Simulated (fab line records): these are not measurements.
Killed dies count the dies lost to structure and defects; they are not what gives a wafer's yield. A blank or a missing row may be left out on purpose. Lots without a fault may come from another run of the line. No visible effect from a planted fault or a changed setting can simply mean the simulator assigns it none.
The tool behind it: which one? + flow n5_finfet + 10 lots with 29 wafers sampled at 5 steps, on a route of 1938 steps

WHAT THE GAUGES READ, wafer by wafer
N5_BEOL_M4_RC_MEAS_101.
| lot  | measured     | on        | IOFF_P (nA/um)   |
|------|--------------|-----------|------------------|
| L584 | day 9 00:22  | prober-02 | 0.24 0.14 0.17   |
| L587 | day 10 15:59 | prober-01 | 0.23 0.16 0.14   |
| L589 | day 11 07:46 | prober-02 | 0.17 0.16 0.21   |
| L590 | day 10 19:55 | prober-01 | 0.16 0.22 0.19   |
| L592 | day 11 16:38 | prober-01 | 0.17 0.16 0.22   |
| L593 | day 12 02:23 | prober-02 | 0.22 0.22 0.19   |
| L594 | day 12 06:24 | prober-02 | 0.17 0.12 0.11   |
| L595 | day 12 06:50 | prober-01 | 0.18 74.31 17.48 |
| L600 | day 13 19:08 | prober-01 | 10.51 0.20       |
| L605 | day 15 02:44 | prober-01 | 0.27 0.30 0.19   |

WHAT TOOL EACH LOT RAN ON (gives the tool, then ch and the chambers of the sampled wafers, and finally the start)
| lot  | N5_SD_EPI_P_SD_RECESS_17        | N5_BEOL_M4_ANNEAL_87         | N5_BEOL_M4_ANNEAL_89         | N5_BEOL_M4_DEP_57               |
|------|---------------------------------|------------------------------|------------------------------|---------------------------------|
| L584 | rie_si-05 ch 0,2,3, day 3 14:36 | pvd_sputter-03, day 8 22:10  | pvd_sputter-03, day 8 22:23  | pecvd-03 ch 0,1,2, day 9 00:15  |
| L587 | rie_si-01 ch 1,2, day 4 07:10   | pvd_sputter-03, day 10 13:25 | pvd_sputter-03, day 10 13:38 | pecvd-03 ch 0,2, day 10 15:43   |
| L589 | rie_si-05 ch 0,3, day 4 19:57   | pvd_sputter-03, day 11 05:39 | pvd_sputter-03, day 11 05:52 | pecvd-04 ch 0,1,2, day 11 07:39 |
| L590 | rie_si-01 ch 1,2, day 5 02:02   | pvd_sputter-03, day 10 17:43 | pvd_sputter-03, day 10 17:56 | pecvd-04 ch 1,2, day 10 19:47   |
| L592 | rie_si-01 ch 0,1, day 5 10:39   | pvd_sputter-02, day 11 14:21 | pvd_sputter-02, day 11 14:34 | pecvd-03 ch 0,2, day 11 16:22   |
| L593 | rie_si-01 ch 2,3, day 5 21:55   | pvd_sputter-01, day 12 00:12 | pvd_sputter-01, day 12 00:25 | pecvd-04 ch 0,1, day 12 02:16   |
| L594 | rie_si-01 ch 0,3, day 6 01:10   | pvd_sputter-01, day 12 03:59 | pvd_sputter-01, day 12 04:14 | pecvd-03 ch 0,1, day 12 06:08   |
| L595 | rie_si-01 ch 0,1,2, day 6 08:36 | pvd_sputter-03, day 12 04:41 | pvd_sputter-03, day 12 04:54 | pecvd-02 ch 0,1,2, day 12 06:41 |
| L600 | rie_si-01 ch 1,3, day 7 12:16   | pvd_sputter-02, day 13 16:24 | pvd_sputter-02, day 13 16:37 | pecvd-02 ch 0,1, day 13 18:52   |
| L605 | rie_si-03 ch 0,1,2, day 8 18:16 | pvd_sputter-03, day 15 00:25 | pvd_sputter-03, day 15 00:38 | pecvd-02 ch 0,1,2, day 15 02:28 |
- N5_SD_EPI_P_SD_RECESS_17: chemistry HBr/Cl2/O2, target depth 39.1 nm, bt time 3 s.
- N5_BEOL_M4_ANNEAL_87: time 240 s.
- N5_BEOL_M4_ANNEAL_89: time 240 s.
- N5_BEOL_M4_DEP_57: deposits SiCN from 3MS/NH3, target thk 8 nm, time 14 s.

THE ANSWER, worked out from the rows above alone
Rule: usual is defined by the lots themselves. The widest of any qualifying gaps counts: lots, ordered by their means at a reading, are off when they make up no more than a third of the lots, leave a main group of 4 or more, and stand apart from it by 3 or more times the standard deviation of that group's means. If all means in a main group match to the digits the tables above print for the reading, that group is not used. A lot without any number at a reading at which 4 lots or more have one is off too. Any other lot the step has rows for is counted as sound.
Off: L595, L600, at N5_BEOL_M4_RC_MEAS_101 (IOFF_P). For the main group the mean is 0.19 nA/um and the standard deviation 0.032.
If a tool, at a process step before that reading, ran all the lots that are off and no sound lot after the first of them, it fits. The gauges at N5_BEOL_M4_RC_MEAS_101 are tried like those tools. One fits: rie_si-01 at N5_SD_EPI_P_SD_RECESS_17. Its last sound lot is L594 (day 6 01:10), its first lot that is off L595 (day 6 08:36): a fault that began between those two fits.

WHAT THE SIMULATOR PUT IN
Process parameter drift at N5_SD_EPI_P_SD_RECESS_17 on rie_si-01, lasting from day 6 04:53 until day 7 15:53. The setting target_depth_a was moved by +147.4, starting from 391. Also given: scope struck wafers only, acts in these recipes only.
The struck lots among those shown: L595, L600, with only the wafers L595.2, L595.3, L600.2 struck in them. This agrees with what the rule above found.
